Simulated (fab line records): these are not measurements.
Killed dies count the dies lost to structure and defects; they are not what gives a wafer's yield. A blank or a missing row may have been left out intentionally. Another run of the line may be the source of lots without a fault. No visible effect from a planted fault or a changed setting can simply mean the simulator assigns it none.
fab line records ; flow n5-finfet
record: lots: 7; wafers: 21; last-day: 18
route steps=1938 shown BEOL_M14@1732
lots untouched by any fault: they come from a run of this same line in which no faults occurred
start-h: hours from the record's opening day to when the first of the lot's shown wafers began ; wait-h: hours elapsed since this lot's preceding step ; " unchanged from the row above ; L1.1+2: several wafers, shown together as one row ; - value missing, or start not given ; * or withheld: withheld ; < > ~ a bound
route shown NAME@n: NAME is a module with steps in the file, n the number in the route of the first one ; usual: mean/standard deviation taken from wafers without a fault ; same: alike in all rows ; chamber/n: place in a boat ; sites: readings site by site ; _std_site: standard deviation across them ; _edge_site: inner sites' mean taken away from outer sites' mean ; radius-mm: for every site, how far away it sits from the centre of the wafer ; mask NAME#n: copy n ; behind: tool/chamber where the wafer was last shaped ; hold: what put the lot on hold/how long, in hours/how the hold closed ; device: names the non-switching transistor (n, p or np) ; end of line: the tests these same wafers got at the end of their route ; a step given without rows: its recipe and nothing more ; killed: dies lost to structure and defects at the first sort, not the wafer's yield ; map: dies across one wafer; x = killed, . = not, _ = none there
set.NAME: the run value of the setting; set.NAME@STEP: its run value at that earlier step ; model.NAME: the simulator's own value behind a step, which no gauge read
a table for each step, a row for each wafer; lots at some steps of the route
services: when a tool's chamber went out of use (start-h, in hours from the record's first day, below 0 if earlier), for how many hours, and the reason
== steps ==
step: N5_BEOL_M14_STRIP_63
recipe: chemistry: O2; power-w: 600; temp-c: 60; pressure-mtorr: 30; rf-frequency-hz: 6e+07; bias-power-w: 0; overash-fraction: 0.3; o2-flow-sccm: 225
usual: drypump-motor-current-A: 5.8/0.56; oes-product-au: 0.80/0.074; rf-vpp-V: 3.7/0.85; showerhead-plenum-p-Torr: 2.06/0.06; throttle-valve-pct: 16.60/0.23
lot.wafer;tool;chamber;start-h;wait-h;drypump-motor-current-A;oes-product-au;rf-hours-counter-h;rf-vpp-V;showerhead-plenum-p-Torr;throttle-valve-pct
L882.2;rie-diel-05;1;-;-;6.3;0.87;57;3.3;2.05;16.52
L882.3;rie-diel-05;2;-;-;6.6;0.70;228;3.5;2.09;16.93
L882.6;rie-diel-05;3;-;-;4.9;0.80;-;2.4;2.04;16.21
L886.2;rie-diel-02;2;-;-;6.3;0.75;122;3.9;2.03;16.75
L886.3;rie-diel-02;0;-;-;5.0;0.83;78;3.4;2.05;16.59
L886.5;rie-diel-02;1;-;-;5.5;0.82;-;3.4;2.04;16.22
L901.1;rie-diel-02;1;-;-;5.5;0.77;103;3.3;2.03;16.30
L901.2;rie-diel-02;3;-;-;5.9;0.89;31;3.3;2.04;16.51
L901.5;rie-diel-02;2;-;-;6.2;0.72;-;3.6;2.02;16.83
L900.4;rie-diel-06;0;-;-;4.9;0.91;15;4.4;2.23;16.65
L900.5;rie-diel-06;1;-;-;5.9;0.84;-;3.3;2.22;16.43
L900.6;rie-diel-06;0;-;-;4.9;0.90;-;4.1;2.23;16.68
L902.2;rie-diel-06;2;-;-;6.3;0.83;92;4.8;2.04;16.71
L902.3;rie-diel-06;3;-;-;6.4;0.68;246;3.8;2.15;16.99
L902.4;rie-diel-06;1;-;-;5.9;0.86;69;3.7;2.22;16.41
L904.1;rie-diel-02;1;-;-;5.5;0.76;113;5.6;2.02;16.32
L904.3;rie-diel-02;3;-;-;6.0;0.87;42;4.0;2.04;16.54
L904.5;rie-diel-02;3;-;-;6.0;0.86;-;3.5;2.04;16.53
L905.1;rie-diel-02;3;-;-;6.0;0.87;42;3.4;2.04;16.56
L905.2;rie-diel-02;2;-;-;6.2;0.70;168;3.7;2.01;16.84
L905.4;rie-diel-02;0;-;-;5.1;0.79;120;3.7;2.04;16.68
step: N5_BEOL_M14_STRIP_64
recipe: chemistry: O2; power-w: 600; temp-c: 60; pressure-mtorr: 30; rf-frequency-hz: 6e+07; bias-power-w: 0; overash-fraction: 0.3; o2-flow-sccm: 225
usual: drypump-motor-current-A: 5.8/0.56; oes-product-au: 0.80/0.072; rf-vpp-V: 3.6/0.48; showerhead-plenum-p-Torr: 2.06/0.06; throttle-valve-pct: 16.61/0.23
lot.wafer;tool;chamber;start-h;wait-h;drypump-motor-current-A;oes-product-au;rf-hours-counter-h;rf-vpp-V;showerhead-plenum-p-Torr;throttle-valve-pct
L882.2;rie-diel-05;1;-;-;6.3;0.87;57;4.2;2.05;16.55
L882.3;rie-diel-05;2;-;-;6.6;0.69;228;3.3;2.09;16.93
L882.6;rie-diel-05;3;-;-;4.9;0.81;-;4.0;2.05;16.23
L886.2;rie-diel-02;2;-;-;6.2;0.75;122;3.1;2.03;16.77
L886.3;rie-diel-02;0;-;-;5.1;0.84;78;3.8;2.05;16.60
L886.5;rie-diel-02;1;-;-;5.5;0.82;-;3.8;2.04;16.23
L901.1;rie-diel-02;1;-;-;5.5;0.77;103;3.6;2.03;16.30
L901.2;rie-diel-02;3;-;-;6.0;0.88;31;4.4;2.04;16.53
L901.5;rie-diel-02;2;-;-;6.2;0.72;-;3.3;2.02;16.83
L900.4;rie-diel-06;0;-;-;4.9;0.92;15;3.9;2.23;16.69
L900.5;rie-diel-06;1;-;-;5.9;0.85;-;3.3;2.22;16.42
L900.6;rie-diel-06;0;-;-;4.9;0.91;-;3.8;2.23;16.69
L902.2;rie-diel-06;2;-;-;6.2;0.83;92;4.8;2.04;16.71
L902.3;rie-diel-06;3;-;-;6.5;0.68;246;3.6;2.15;16.98
L902.4;rie-diel-06;1;-;-;5.9;0.85;69;2.9;2.22;16.43
L904.1;rie-diel-02;1;-;-;5.5;0.76;113;2.8;2.02;16.32
L904.3;rie-diel-02;3;-;-;5.9;0.86;42;3.6;2.04;16.55
L904.5;rie-diel-02;3;-;-;6.0;0.86;-;2.9;2.04;16.54
L905.1;rie-diel-02;3;-;-;6.0;0.86;42;3.3;2.04;16.55
L905.2;rie-diel-02;2;-;-;6.2;0.71;168;3.7;2.01;16.85
L905.4;rie-diel-02;0;-;-;5.0;0.79;120;3.7;2.04;16.68
step: N5_BEOL_M14_STRIP_71
recipe: chemistry: post-etch-residue-remover; time-s: 60; temp-c: 25; remover-ph: withheld; remover-water-wt-pct: withheld; remover-fluoride-wt-pct: withheld
step: N5_BEOL_M14_SRD_72
recipe: time-s: 30; temp-c: 23; rinse-liquid: diw; dry: n2-spin; spin-rpm: 1500; dry-time-s: 30
step: N5_BEOL_M14_CD_MEAS_17
recipe: target-cd-nm: 250; polarity: opening
usual: cd-nm: 251.5/1.9
lot.wafer;tool;chamber;start-h;wait-h;cd-nm
L882.2;cd-sem-03;-;242.18;0.0;248.9
L882.3;cd-sem-03;-;242.18;0.0;250.6
L882.6;cd-sem-03;-;242.18;0.0;250.0
L886.2;cd-sem-03;-;262.32;0.0;253.0
L886.3;cd-sem-03;-;262.32;0.0;251.5
L886.5;cd-sem-03;-;262.32;0.0;249.9
L901.1;cd-sem-03;-;369.04;0.0;253.9
L901.2;cd-sem-03;-;369.04;0.0;254.3
L901.5;cd-sem-03;-;369.04;0.0;254.1
L900.4;cd-sem-03;-;369.35;0.0;249.4
L900.5;cd-sem-03;-;369.35;0.0;252.9
L900.6;cd-sem-03;-;369.35;0.0;250.1
L902.2;cd-sem-01;-;369.82;0.0;250.5
L902.3;cd-sem-01;-;369.82;0.0;250.8
L902.4;cd-sem-01;-;369.82;0.0;252.7
L904.1;cd-sem-02;-;402.83;0.0;251.6
L904.3;cd-sem-02;-;402.83;0.0;250.0
L904.5;cd-sem-02;-;402.83;0.0;252.1
L905.1;cd-sem-02;-;403.29;0.0;253.6
L905.2;cd-sem-02;-;403.29;0.0;251.8
L905.4;cd-sem-02;-;403.29;0.0;252.2
step: N5_BEOL_M14_COAT_65
recipe: resist: SOC; temp-c: 250; time-s: 60; spin-rpm: 1500; resist-thk-nm: 450
step: N5_BEOL_M14_COAT_66
recipe: resist: SiARC; temp-c: 220; time-s: 60; spin-rpm: 1500; resist-thk-nm: 110
step: N5_BEOL_M14_COAT_22
recipe: spin-rpm: 2888; resist-thk-nm: 300
step: N5_BEOL_M14_EBR_24
recipe: solvent: PGMEA; ebr-width-mm: 1.5
step: N5_BEOL_M14_SOFTBAKE_23
recipe: temp-c: 130; time-s: 60
step: N5_BEOL_M14_EXPOSE_25
recipe: mask-id: M14; na: 0.8; source-shape: annular; sigma-inner: 0.5; sigma-outer: 0.8; polarization: unpolarized; target-cd-nm: 280; dose-mj: 26.6
step: N5_BEOL_M14_PEB_26
recipe: peb-temp-c: 130; peb-time-s: 90
step: N5_BEOL_M14_DEVELOP_27
recipe: develop-time-s: 45; rinse-liquid: diw; dry: air-spin; dev-temp-c: 21
usual: chill-plate-temp-C: 23.02/0.11; develop-time-s: 45/0
lot.wafer;tool;chamber;start-h;wait-h;chill-plate-temp-C;develop-time-s;model.coat_of_BEOL_M14_COAT_22.thk-nm
L882.2;litho-track-01;0;242.40;-;23.09;45;287.2
L882.3;litho-track-01;0;242.40;-;22.87;45;286.8
L882.6;litho-track-01;0;242.40;-;23.05;45;286.8
L886.2;litho-track-01;0;262.53;-;22.96;45;286.4
L886.3;litho-track-01;0;262.53;-;23.08;45;286.2
L886.5;litho-track-01;0;262.53;-;23.11;45;286.6
L901.1;litho-track-01;-;369.38;-;-;-;300.6
L901.2;litho-track-01;-;369.38;-;-;-;301
L901.5;litho-track-01;-;369.38;-;-;-;299.6
L900.4;litho-track-01;-;369.57;-;-;-;300
L900.5;litho-track-01;-;369.57;-;-;-;300.8
L900.6;litho-track-01;-;369.57;-;-;-;300
L902.2;litho-track-04;-;370.03;-;-;-;301
L902.3;litho-track-04;-;370.03;-;-;-;300.2
L902.4;litho-track-04;-;370.03;-;-;-;301
L904.1;litho-track-01;0;403.05;-;23.13;45;287.6
L904.3;litho-track-01;0;403.05;-;23.04;45;288
L904.5;litho-track-01;0;403.05;-;23.19;45;287
L905.1;litho-track-01;0;403.50;-;23.23;45;287.4
L905.2;litho-track-01;0;403.50;-;23.34;45;287.4
L905.4;litho-track-01;0;403.50;-;23.10;45;288
step: N5_BEOL_M14_HARDBAKE_32
recipe: temp-c: 130; time-s: 120
== services ==
tool;chamber;start-h;hours;kind
rie-diel-06;0;220.63;6.6;repair
rie-diel-02;-;229.71;0.5;repair
rie-diel-05;0;258.19;9.4;repair
rie-diel-02;3;259.59;-;clean
rie-diel-02;3;259.59;-;consumable-replace:focus-ring
rie-diel-02;3;259.59;11.6;scheduled-down
rie-diel-02;3;259.59;11.6;vent-cycle
rie-diel-02;0;264.49;9.9;repair
rie-diel-06;0;287.32;-;clean
rie-diel-06;0;287.32;-;consumable-replace:focus-ring
rie-diel-06;0;287.32;-;consumable-replace:showerhead
rie-diel-06;0;287.32;29.1;scheduled-down
rie-diel-06;0;287.32;29.1;vent-cycle
rie-diel-05;0;307.30;4.3;repair
rie-diel-06;3;328.29;2.5;repair
rie-diel-05;3;376.16;2.3;repair
rie-diel-02;-;381.76;0.5;repair
rie-diel-06;3;382.22;2.3;repair
rie-diel-06;2;382.64;11.7;repair
rie-diel-06;0;392.19;4.8;repair
rie-diel-06;3;397.04;-;clean
rie-diel-06;3;397.04;-;consumable-replace:focus-ring
rie-diel-06;3;397.04;21.0;scheduled-down
rie-diel-06;3;397.04;21.0;vent-cycle
== key ==
first-sign: step: N5_BEOL_M14_DEVELOP_27; reading: tool-record; direction: missing
effect none on later readings
model-effect: step: N5_BEOL_M14_DEVELOP_27; value: coat_of_BEOL_M14_COAT_22.thk-nm; without: 287.3; struck: 300.5
met-at N5_BEOL_M14_DEVELOP_27
struck-wafers L900.4,L900.5,L900.6,L901.1,L901.2,L901.5,L902.2,L902.3,L902.4
later-rows-left-out L900.4,L900.5,L900.6,L901.1,L901.2,L901.5,L902.2,L902.3,L902.4
sort-left-out L900.4,L900.5,L900.6,L901.1,L901.2,L901.5,L902.2,L902.3,L902.4
onset-between 262.53 369.38
fault: kind: skipped-step-whole; tool: litho-track-01,litho-track-04; chamber: -; onset-h: 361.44; steps: N5_BEOL_M14_DEVELOP_27; scope: struck-lots-only
sort-left-out: the simulated sort isn't trusted on such a fault, so these wafers' sort isn't shown, and their yield isn't known
later-rows-left-out: the simulator's readings of these wafers behind a module that went badly wrong aren't trusted and aren't shown, but for the sort
